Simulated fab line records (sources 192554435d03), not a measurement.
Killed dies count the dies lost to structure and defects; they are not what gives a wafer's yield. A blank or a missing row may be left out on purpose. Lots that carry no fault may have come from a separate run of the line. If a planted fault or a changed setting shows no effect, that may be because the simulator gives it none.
fab line records	flow n5_finfet
record lots=10	wafers=27	last_day=16
route steps=1938 shown ZERO_LAYER@17 WELL_APT@55 PMOS_HMC_CHANNEL_EPI@78 FIN_SAQP@98 BEOL_M4@1111 PASSIVATION@1936
lots with no fault: from the same line, run without faults
start_h: the number of hours between the record's first day and the start of the first shown wafer of the lot	wait_h: hours elapsed since this lot's preceding step	" as in the row above	L1.1+2: one row covering several wafers at once	- no value, or no start was given	* or withheld: withheld	< > ~ a bound
route shown NAME@n: a module of which the file shows steps, and the number in the route of the first	usual: mean and standard deviation over wafers with no fault	same: alike in all rows	chamber/n: place in a boat	sites: per-site readings	_std_site: the values' standard deviation	_edge_site: inner sites' mean taken away from outer sites' mean	radius_mm: how far each site lies from the wafer's centre	mask NAME#n: copy n	behind: tool/chamber where the wafer was last shaped	hold: cause of the lot's hold/its duration in hours/its outcome	device: transistor that didn't switch, given as n, p or np	end of line: tests of these same wafers at the route's end	where a step has no rows: the recipe by itself	killed: count of dies lost to structure and defects at first sort (not the wafer's yield)	map: the dies of a wafer, with x for killed, . for not killed, _ for no die there
set.NAME: the setting that was run; set.NAME@STEP: the one run at that earlier step	model.NAME: the simulator's own value behind a step, which no gauge read
the route's steps for a sample of lots (tables are steps, rows are wafers)
services: from which hour (start_h, from the record's first day; less than 0 if before it) a tool's chamber was out of use, for how many hours, and why
## steps
# step N5_ZERO_LAYER_STRIP_24
# recipe chemistry=O2	power_w=1000	temp_c=250	overash_fraction=0.3	pressure_mtorr=1000	o2_flow_sccm=6750
# usual drypump_motor_current_A=6.1/0.46	heater_power_w=348/26	o2_flow_sccm=6756/20	oes_product_au=0.647/0.0052	strip_time_to_endpoint_s=43.90/0.088
lot.wafer	tool	chamber	start_h	wait_h	drypump_motor_current_A	heater_power_w	o2_flow_sccm	oes_product_au	rf_hours_counter_h	strip_time_to_endpoint_s
L694.2	plasma_asher-02	1	13.02	0.1	5.4	320	6774	0.651	84	43.93
L694.3	"	1	"	"	5.4	322	6776	0.650	-	43.85
L695.3	plasma_asher-01	1	18.93	0.1	6.6	344	6776	0.646	-	43.97
L695.5	"	1	"	"	6.6	344	6760	0.638	-	43.91
L695.6	"	0	"	"	6.3	385	6752	0.648	-	43.99
L696.2	plasma_asher-01	1	24.91	0.1	6.6	343	6755	0.644	26	43.99
L696.6	"	1	"	"	6.6	353	6761	0.655	-	44.00
L698.1	plasma_asher-02	0	37.02	0.2	6.3	335	6734	0.646	90	43.88
L698.3	"	0	"	"	6.3	336	6727	0.640	-	43.98
L698.6	"	0	"	"	6.3	330	6747	0.640	-	43.86
L699.3	plasma_asher-01	1	43.23	0.1	6.6	347	6752	0.640	-	43.79
L699.5	"	0	"	"	6.2	392	6781	0.637	-	43.95
L699.6	"	1	"	"	6.6	336	6729	0.646	-	43.95
L701.2	plasma_asher-02	1	55.02	0.1	5.4	333	6758	0.645	94	43.88
L701.4	"	1	"	"	5.4	319	6710	0.650	-	43.82
L701.6	"	1	"	"	5.3	324	6726	0.652	-	43.78
L710.1	plasma_asher-01	0	108.90	0.1	6.3	393	6760	0.652	41	43.83
L710.4	"	1	"	"	6.6	345	6746	0.644	-	43.96
L710.6	"	0	"	"	6.3	394	6796	0.648	-	43.94
L711.1	plasma_asher-01	0	114.89	0.1	6.3	398	6746	0.651	42	43.95
L711.3	"	0	"	"	6.3	395	6755	0.650	-	44.08
L711.4	"	1	"	"	6.6	345	6789	0.645	-	43.97
L713.1	plasma_asher-01	1	126.92	0.1	6.6	343	6752	0.656	45	43.81
L713.5	"	0	"	"	6.3	390	6762	0.648	-	43.89
L713.6	"	1	"	"	6.6	338	6730	0.649	-	43.83
L715.2	plasma_asher-01	0	139.02	0.1	6.3	388	6774	0.639	47	43.84
L715.4	"	1	"	"	6.6	342	6757	0.646	-	43.69
# step N5_WELL_APT_EPI_41
# recipe material=Si	target_thk_a=500	temp_c=650	precursor=SiH4/H2	pressure_torr=20	time_s=297.7
# usual throttle_valve_pct=11.12/0.19
lot.wafer	tool	chamber	start_h	wait_h	throttle_valve_pct
L694.2	epi_rpcvd-03	0	16.42	0.1	11.26
L694.3	"	0	"	"	11.06
L695.3	epi_rpcvd-02	0	22.31	0.2	11.03
L695.5	"	0	"	"	11.47
L695.6	"	0	"	"	11.25
L696.2	epi_rpcvd-01	0	28.03	0.2	10.77
L696.6	"	0	"	"	11.13
L698.1	epi_rpcvd-02	0	40.56	0.0	11.37
L698.3	"	0	"	"	11.08
L698.6	"	0	"	"	11.17
L699.3	epi_rpcvd-02	0	46.46	0.2	11.28
L699.5	"	0	"	"	11.28
L699.6	"	0	"	"	11.08
L701.2	epi_rpcvd-02	0	59.23	0.2	11.29
L701.4	"	0	"	"	11.20
L701.6	"	0	"	"	10.89
L710.1	epi_rpcvd-01	0	112.00	0.0	11.17
L710.4	"	0	"	"	10.95
L710.6	"	0	"	"	10.95
L711.1	epi_rpcvd-03	0	117.92	0.0	11.03
L711.3	"	0	"	"	11.22
L711.4	"	0	"	"	11.13
L713.1	epi_rpcvd-03	0	130.51	0.0	10.94
L713.5	"	0	"	"	11.13
L713.6	"	0	"	"	10.86
L715.2	epi_rpcvd-03	0	142.87	0.2	11.33
L715.4	"	0	"	"	10.89
# step N5_PMOS_HMC_CHANNEL_EPI_EPI_20
# recipe material=SiGe30	mask_material=SiO2	pressure_torr=20	target_thk_a=590	temp_c=600
lot.wafer	tool	chamber	start_h	wait_h
L694.2+3	epi_rpcvd-02	0	18.28	0.2
L695.3+5+6	epi_rpcvd-03	0	24.55	0.4
L696.2+6	epi_rpcvd-03	0	30.15	0.2
L698.1+3+6	epi_rpcvd-04	0	42.36	0.0
L699.3+5+6	epi_rpcvd-03	0	48.69	0.4
L701.2+4+6	epi_rpcvd-03	0	61.21	0.2
L710.1+4+6	epi_rpcvd-02	0	113.66	0.0
L711.1+3+4	epi_rpcvd-02	0	119.92	0.0
L713.1+5+6	epi_rpcvd-04	0	132.73	0.0
L715.2+4	epi_rpcvd-02	0	144.94	0.2
# step N5_PMOS_HMC_CHANNEL_EPI_THK_MEAS_22
# recipe reads=SiGe30_of_PMOS_HMC_CHANNEL_EPI_EPI_20
# usual HMC_CMP_THK=53.8/0.9
lot.wafer	tool	chamber	start_h	wait_h	HMC_CMP_THK[nm]
L694.2	film_metro-01	-	19.81	-	52.7
L694.3	"	-	"	"	54.2
L695.3	film_metro-01	-	25.78	-	55.0
L695.5	"	-	"	"	54.0
L695.6	"	-	"	"	55.2
L696.2	film_metro-01	-	31.58	-	53.9
L696.6	"	-	"	"	52.8
L698.1	film_metro-02	-	44.00	-	54.0
L698.3	"	-	"	"	54.3
L698.6	"	-	"	"	52.3
L699.3	film_metro-01	-	50.03	-	41.0
L699.5	"	-	"	"	39.8
L699.6	"	-	"	"	40.3
L701.2	film_metro-02	-	62.72	-	41.7
L701.4	"	-	"	"	42.0
L701.6	"	-	"	"	42.1
L710.1	film_metro-01	-	115.69	-	55.5
L710.4	"	-	"	"	53.7
L710.6	"	-	"	"	55.7
L711.1	film_metro-02	-	121.55	-	55.6
L711.3	"	-	"	"	53.1
L711.4	"	-	"	"	53.3
L713.1	film_metro-02	-	134.38	-	54.7
L713.5	"	-	"	"	54.5
L713.6	"	-	"	"	54.5
L715.2	film_metro-01	-	146.37	-	53.4
L715.4	"	-	"	"	53.8
# step N5_FIN_SAQP_PECVD_47
# recipe material=a-Si	target_thk_a=450	temp_c=400	precursor=SiH4/He	pressure_torr=3	rf_w=100	time_s=36.3
# usual heater_power_w=844/96	showerhead_plenum_p_Torr=5.64/0.049	throttle_valve_pct=18.5/1.3
lot.wafer	tool	chamber	start_h	wait_h	heater_power_w	showerhead_plenum_p_Torr	throttle_valve_pct
L694.2	pecvd-02	1	21.02	0.0	934	5.71	18.9
L694.3	"	0	"	"	900	5.59	17.4
L695.3	pecvd-02	0	26.98	0.0	861	5.59	17.8
L695.5	"	0	"	"	867	5.60	17.8
L695.6	"	1	"	"	888	5.71	19.1
L696.2	pecvd-04	1	32.76	0.0	995	5.70	20.9
L696.6	"	0	"	"	751	5.57	18.2
L698.1	pecvd-02	2	45.14	0.0	694	5.67	18.3
L698.3	"	1	"	"	955	5.72	18.9
L698.6	"	1	"	"	973	5.70	19.1
L699.3	pecvd-01	0	51.33	0.0	889	5.67	17.8
L699.5	"	2	"	"	724	5.67	16.2
L699.6	"	0	"	"	903	5.66	17.9
L701.2	pecvd-02	1	63.97	0.0	983	5.71	18.9
L701.4	"	2	"	"	760	5.67	18.5
L701.6	"	0	"	"	889	5.59	18.0
L710.1	pecvd-02	0	116.84	0.0	847	5.61	17.9
L710.4	"	1	"	"	941	5.71	19.0
L710.6	"	0	"	"	854	5.60	18.2
L711.1	pecvd-01	2	122.89	0.0	729	5.66	16.4
L711.3	"	1	"	"	837	5.65	20.5
L711.4	"	2	"	"	739	5.69	16.2
L713.1	pecvd-02	0	135.62	0.0	923	5.59	18.4
L713.5	"	2	"	"	778	5.68	18.6
L713.6	"	0	"	"	904	5.58	18.1
L715.2	pecvd-04	1	147.61	0.0	923	5.67	21.0
L715.4	"	2	"	"	887	5.64	16.8
# step N5_BEOL_M4_RC_MEAS_101
# usual DIBL_N=36.3/1.6	DIBL_P=36.2/2.1	IOFF_N=0.16/0.031	IOFF_P=0.21/0.034	ION_N=673/11	ION_P=461/7.4	SS_N=71.6/0.55	SS_P=73.3/0.66	VT_N=251/3.2	VT_P=-251/3.5
lot.wafer	tool	chamber	start_h	wait_h	DIBL_N[mV/V]	DIBL_P[mV/V]	IOFF_N[nA/um]	IOFF_P[nA/um]	ION_N[uA/um]	ION_P[uA/um]	SS_N[mV/dec]	SS_P[mV/dec]	VT_N[mV]	VT_P[mV]
L694.2	prober-02	0	157.00	0.2	36.6	35.7	0.16	0.23	678	469	72.4	73.7	250	-252
L694.3	"	0	"	"	34.4	33.3	0.13	0.19	683	473	71.6	73.3	252	-250
L695.3	prober-02	0	159.98	0.3	36.3	36.0	0.14	0.21	683	471	71.0	73.8	254	-254
L695.5	"	0	"	"	36.8	36.5	0.14	0.21	665	462	71.5	73.4	253	-253
L695.6	"	0	"	"	38.4	37.9	0.17	0.25	676	464	71.2	74.0	250	-251
L696.2	prober-02	0	163.25	0.2	33.4	33.4	0.12	0.15	664	452	70.8	72.9	258	-254
L696.6	"	0	"	"	35.0	36.1	0.15	0.20	661	453	71.6	73.3	249	-251
L698.1	prober-02	0	185.05	0.0	36.0	35.8	0.14	0.22	661	460	72.0	73.4	255	-250
L698.3	"	0	"	"	38.8	39.2	0.20	0.28	679	467	71.9	74.3	249	-244
L698.6	"	0	"	"	38.9	39.4	0.19	0.28	675	473	72.2	74.7	248	-244
L699.3	prober-01	0	188.45	0.3	34.0	34.1	0.12	0.20	665	465	70.5	73.1	253	-249
L699.5	"	0	"	"	35.5	35.7	0.15	0.21	666	461	70.8	73.2	251	-247
L699.6	"	0	"	"	32.7	32.4	0.11	0.18	669	468	70.6	72.9	256	-252
L701.2	prober-01	0	204.88	0.2	35.2	34.9	0.13	0.17	663	448	71.0	72.3	254	-255
L701.4	"	0	"	"	34.9	34.1	0.12	0.17	655	452	70.8	72.7	253	-255
L701.6	"	0	"	"	36.1	35.5	0.14	0.18	669	454	71.9	72.6	255	-254
L710.1	prober-02	0	245.44	0.0	37.3	38.7	0.19	0.27	687	475	71.9	73.0	245	-241
L710.4	"	0	"	"	33.8	33.8	0.12	0.20	680	476	70.7	72.2	252	-248
L710.6	"	0	"	"	35.9	36.8	0.17	0.24	680	469	71.6	73.1	247	-244
L711.1	prober-02	0	253.81	0.0	36.2	33.6	0.13	0.19	663	451	71.1	72.5	253	-255
L711.3	"	0	"	"	38.6	36.5	0.18	0.23	679	464	71.7	73.8	252	-248
L711.4	"	0	"	"	35.8	33.4	0.13	0.19	653	456	71.4	73.3	253	-254
L713.1	prober-01	0	268.94	0.0	36.5	37.0	0.16	0.20	669	462	72.3	73.6	251	-249
L713.5	"	0	"	"	36.2	36.8	0.15	0.20	665	460	71.2	73.7	251	-251
L713.6	"	0	"	"	35.5	34.7	0.13	0.17	661	452	71.5	73.0	256	-253
L715.2	prober-01	0	281.13	0.2	36.8	35.2	0.15	0.19	667	454	71.3	73.0	253	-254
L715.4	"	0	"	"	38.1	37.4	0.17	0.21	689	464	71.6	74.0	246	-253
# step N5_PASSIVATION_PROBE_49
# usual defect_limited_yield=91.5/1.5	killed_at_M0_to_M3=32/9.4	killed_at_M4_up=12/5.1	killed_at_contacts=11/7.4	killed_at_front_end=41/11	killed_at_other=3.4/2.5	killed_dies=100/17	killed_open=65/14	killed_short=33/7	sort_bin_5_function=4.9/0.96	sort_bin_6_memory=3.1/0.7	sort_n_pass=1080/17	sort_yield_pct=91.5/1.5
# same gross_dies=1180	killed_at_back_side=0	sort_bin_4_leakage[%]=0	sort_bin_8_speed[%]=0
lot.wafer	tool	chamber	start_h	wait_h	defect_limited_yield[%]	killed_at_M0_to_M3	killed_at_M4_up	killed_at_contacts	killed_at_front_end	killed_at_other	killed_dies	killed_open	killed_short	sort_bin_5_function[%]	sort_bin_6_memory[%]	sort_n_pass	sort_yield_pct[%]
L694.2	prober-02	-	251.39	0.1	92.2	22	9	13	42	6	92	64	28	4.8	2.8	1088	92.2
L694.3	prober-02	-	251.44	0.1	91.8	19	15	10	47	6	97	59	35	4.6	3.4	1083	91.8
L699.3	prober-01	-	285.71	0.1	88.2	27	12	42	54	4	139	102	37	7.2	3.9	1041	88.2
L699.5	prober-01	-	285.81	0.2	90.5	33	17	21	33	8	112	91	20	5.5	3.7	1068	90.5
L699.6	prober-01	-	285.86	0.3	89.2	38	17	34	31	7	127	83	44	5.8	4.5	1053	89.2
L698.1	prober-02	-	289.72	0.0	88.5	30	14	7	79	6	136	77	58	7.1	3.8	1044	88.5
L698.3	prober-02	-	289.82	0.1	89.3	31	16	9	64	6	126	81	43	5.7	4.7	1054	89.3
L698.6	prober-02	-	289.97	0.3	91.6	27	18	15	33	6	99	65	32	5.3	2.7	1081	91.6
L711.1	prober-02	-	350.99	0.0	91.8	50	12	4	27	4	97	57	34	5.1	2.4	1083	91.8
L711.3	prober-02	-	351.09	0.1	92.2	32	17	11	24	8	92	59	31	3.9	3.9	1088	92.2
L711.4	prober-02	-	351.14	0.2	91.8	44	11	7	31	4	97	60	30	4.5	2.9	1083	91.8
# killed by level:class
L694.2 STI_FIN_REVEAL:geometric_particle:open=16 MOL_CONTACT_COAG:geometric_particle:open=11 BEOL_M0_SAQP:geometric_particle:open=6 BEOL_M3:geometric_particle:open=5 BEOL_M0_SAQP:geometric_particle:short=5 FIN_SAQP:geometric_particle:open=4 BEOL_M2:geometric_particle:open=4 BEOL_M4:geometric_particle:open=4
L694.3 FIN_SAQP:geometric_particle:short=12 STI_FIN_REVEAL:geometric_particle:open=9 FIN_SAQP:geometric_particle:open=7 BEOL_M3:geometric_particle:open=7 MOL_CONTACT_COAG:geometric_particle:short=5 BEOL_M2:geometric_particle:open=5 BEOL_M5:geometric_particle:open=5 ILD0:geometric_particle:short=4
L699.3 MOL_CONTACT_COAG:geometric_particle:open=31 STI_FIN_REVEAL:geometric_particle:open=13 MOL_CONTACT_COAG:geometric_particle:short=11 DUMMY_GATE:geometric_particle:open=9 GATE_CUT:geometric_particle:short=7 FIN_SAQP:geometric_particle:open=6 BEOL_M3:geometric_particle:open=6 GATE_CUT:geometric_particle:open=5
L699.5 MOL_CONTACT_COAG:geometric_particle:open=21 STI_FIN_REVEAL:geometric_particle:open=17 BEOL_M3:geometric_particle:open=11 BEOL_M4:geometric_particle:open=10 BEOL_M0_SAQP:geometric_particle:short=6 BEOL_M0_SAQP:geometric_particle:open=6 BEOL_M2:geometric_particle:open=6 BEOL_M4:geometric_particle:short=4
L699.6 MOL_CONTACT_COAG:geometric_particle:open=21 MOL_CONTACT_COAG:geometric_particle:short=13 BEOL_M0_SAQP:geometric_particle:short=12 BEOL_M2:geometric_particle:open=11 BEOL_M0_SAQP:geometric_particle:open=8 STI_FIN_REVEAL:geometric_particle:open=7 BEOL_M4:geometric_particle:open=6 STARTING-WAFER:geometric_particle:short=6
L698.1 FIN_SAQP:geometric_particle:open=18 STI_FIN_REVEAL:geometric_particle:open=18 GATE_CUT:geometric_particle:short=16 FIN_SAQP:geometric_particle:short=10 BEOL_M0_SAQP:geometric_particle:open=10 BEOL_M0_SAQP:geometric_particle:short=10 BEOL_M3:geometric_particle:open=5 STI_FIN_REVEAL:geometric_particle:short=5
L698.3 STI_FIN_REVEAL:geometric_particle:open=14 GATE_CUT:geometric_particle:short=14 BEOL_M3:geometric_particle:open=14 FIN_SAQP:geometric_particle:open=11 BEOL_M4:geometric_particle:open=9 BEOL_M0_SAQP:geometric_particle:open=6 DUMMY_GATE:geometric_particle:open=5 GATE_CUT:geometric_particle:open=5
L698.6 MOL_CONTACT_COAG:geometric_particle:open=13 STI_FIN_REVEAL:geometric_particle:open=9 GATE_CUT:geometric_particle:short=8 BEOL_M2:geometric_particle:open=7 BEOL_M3:geometric_particle:open=6 BEOL_M5:geometric_particle:short=5 STI_FIN_REVEAL:geometric_particle:short=5 BEOL_M0_SAQP:geometric_particle:open=5
L711.1 BEOL_M0_SAQP:geometric_particle:short=15 BEOL_M0_SAQP:geometric_particle:open=11 BEOL_M4:geometric_particle:open=7 BEOL_M1:geometric_particle:open=6 HKMG_FIN:area_etch=6 STI_FIN_REVEAL:geometric_particle:open=5 BEOL_M3:geometric_particle:open=5 MOL_CONTACT_COAG:geometric_particle:open=4
L711.3 BEOL_M0_SAQP:geometric_particle:open=12 BEOL_M3:geometric_particle:open=11 FIN_SAQP:geometric_particle:short=7 MOL_CONTACT_COAG:geometric_particle:open=7 PAD_METAL:geometric_particle:short=7 FIN_SAQP:geometric_particle:open=6 BEOL_M5:geometric_particle:open=5 MOL_CONTACT_COAG:geometric_particle:short=4
L711.4 BEOL_M1:geometric_particle:open=16 FIN_SAQP:geometric_particle:short=8 BEOL_M3:geometric_particle:open=8 MOL_CONTACT_COAG:geometric_particle:open=6 BEOL_M0_SAQP:geometric_particle:open=6 HKMG_FIN:area_etch=6 FIN_SAQP:geometric_particle:open=5 BEOL_M0_SAQP:geometric_particle:short=5
## services
tool	chamber	start_h	hours	kind
pecvd-01	-	-8.84	1.6	repair
pecvd-04	0	-8.13	8.3	repair
plasma_asher-01	-	-7.73	0.8	repair
pecvd-02	2	3.92	5.5	scheduled_down
pecvd-04	-	12.25	0.9	repair
pecvd-01	1	13.05	5.0	scheduled_down
pecvd-04	2	20.92	2.1	scheduled_down
pecvd-04	2	23.05	-	clean
pecvd-04	2	23.05	-	consumable_replace:showerhead
pecvd-04	2	23.05	29.0	scheduled_down
pecvd-04	2	23.05	29.0	vent_cycle
plasma_asher-01	-	25.27	14.6	pm
pecvd-04	0	65.03	5.5	scheduled_down
pecvd-04	2	76.54	22.8	repair
pecvd-04	-	76.90	2.8	pm
pecvd-04	2	99.45	17.2	repair
pecvd-02	-	101.87	1.2	repair
pecvd-04	-	135.85	0.9	repair
## key
first_sign step=N5_PMOS_HMC_CHANNEL_EPI_THK_MEAS_22	reading=HMC_CMP_THK	direction=down	sigmas=14	usual=53.8	struck=41.1
effect none on later readings
met_at N5_PMOS_HMC_CHANNEL_EPI_EPI_20
struck_lots L699,L701
not_acting_at N5_ZERO_LAYER_STRIP_24,N5_WELL_APT_EPI_41,N5_FIN_SAQP_PECVD_47
onset_between 30.15 48.69
fault kind=site_profile_drift	tool=epi_rpcvd-03	chamber=-	onset_h=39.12	steps=N5_PMOS_HMC_CHANNEL_EPI_EPI_20	basis=fraction	max_abs_drift=0.48349	slope_share_per_hr=107.44	site_pattern=0,0,0,0,0,-1,-1,-1,-1
